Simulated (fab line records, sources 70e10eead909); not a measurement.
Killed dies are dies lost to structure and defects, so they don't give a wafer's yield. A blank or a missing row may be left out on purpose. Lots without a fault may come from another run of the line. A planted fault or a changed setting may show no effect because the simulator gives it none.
Chamber matching | flow nand_harc | NHARC_P_CONTACT_CMP_24 on cmp-01: 4 sister chambers
The step polishes, t overpolish 30 s, target thk 200 nm. 16 wafers are shown with their chamber, then 8 later ones without.

WAFERS WITH THEIR CHAMBER
wafer  | chamber | motor_current_A (A) | overpolish_run_s (s) | time_to_endpoint_s (s)
L254.1 | 3       | 11.0                | 29.994               | 41.1
L254.5 | 1       | 12.2                | 29.998               | 38.3
L254.6 | 0       | 11.6                | 30.006               | 35.1
L261.3 | 1       | 12.1                | 29.992               | 38.4
L261.4 | 3       | 10.7                | 30.002               | 36.7
L261.5 | 3       | 11.2                | 29.998               | 38.0
L262.1 | 2       | 11.2                | 30.003               | 39.5
L262.4 | 3       | 11.0                | 29.978               | 40.6
L262.6 | 0       | 11.6                | 29.994               | 39.5
L265.1 | 2       | 11.2                | 30.003               | 40.7
L265.4 | 1       | 12.3                | 30.017               | 40.6
L265.6 | 3       | 10.8                | 29.985               | 41.2
L266.2 | 1       | 11.9                | 30.003               | 41.6
L266.4 | 2       | 10.8                | 30.009               | 42.6
L266.5 | 0       | 11.8                | 29.994               | 39.2
L269.1 | 0       | 11.4                | 29.990               | 36.4

SIGNATURES (means of the wafers above)
reading            | chamber 0 | chamber 1 | chamber 2 | chamber 3 | scatter within a chamber
motor_current_A    | 11.600    | 12.125    | 11.067    | 10.940    | 0.188
overpolish_run_s   | 29.99600  | 30.00250  | 30.00500  | 29.99140  | 0.00862
time_to_endpoint_s | 37.550    | 39.725    | 40.933    | 39.520    | 1.91
Rule: a wafer's distance from a chamber is the root of the sum, over the readings, of the square of ((its reading less the chamber's mean) divided by the reading's scatter). The wafer belongs to the nearest chamber; if the next one is less than 2 further off, it can't be placed. The scatter: the root of (the sum of the squares of (reading less its chamber's mean) over the shown wafers, divided by (wafers less chambers)).

WAFERS WITHOUT THEIR CHAMBER
wafer  | motor_current_A (A) | overpolish_run_s (s) | time_to_endpoint_s (s)
L269.3 | 11.7                | 30.004               | 39.6
L269.6 | 12.2                | 29.997               | 35.7
L271.1 | 11.4                | 29.984               | 40.8
L271.2 | 10.6                | 29.997               | 42.4
L271.5 | 11.8                | 29.988               | 43.2
L272.3 | 10.9                | 29.997               | 39.9
L272.5 | 12.2                | 29.997               | 38.4
L272.6 | 11.0                | 30.000               | 39.3

WHICH CHAMBER EACH WENT THROUGH
wafer  | from the rows above               | in truth
L269.3 | can't be placed: 0 or 1 or 2      | 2
L269.6 | can't be placed: 1 or 0           | 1
L271.1 | can't be placed: 0 or 3 or 2 or 1 | 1
L271.2 | can't be placed: 3 or 2           | 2
L271.5 | can't be placed: 1 or 0 or 2 or 3 | 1
L272.3 | can't be placed: 3 or 2           | 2
L272.5 | 1                                 | 1
L272.6 | can't be placed: 3 or 2           | 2
Placed correctly: 1 of 8. Can't be placed from these rows: 7 (the true chamber is among the candidates in 7). Placed wrongly: 0.
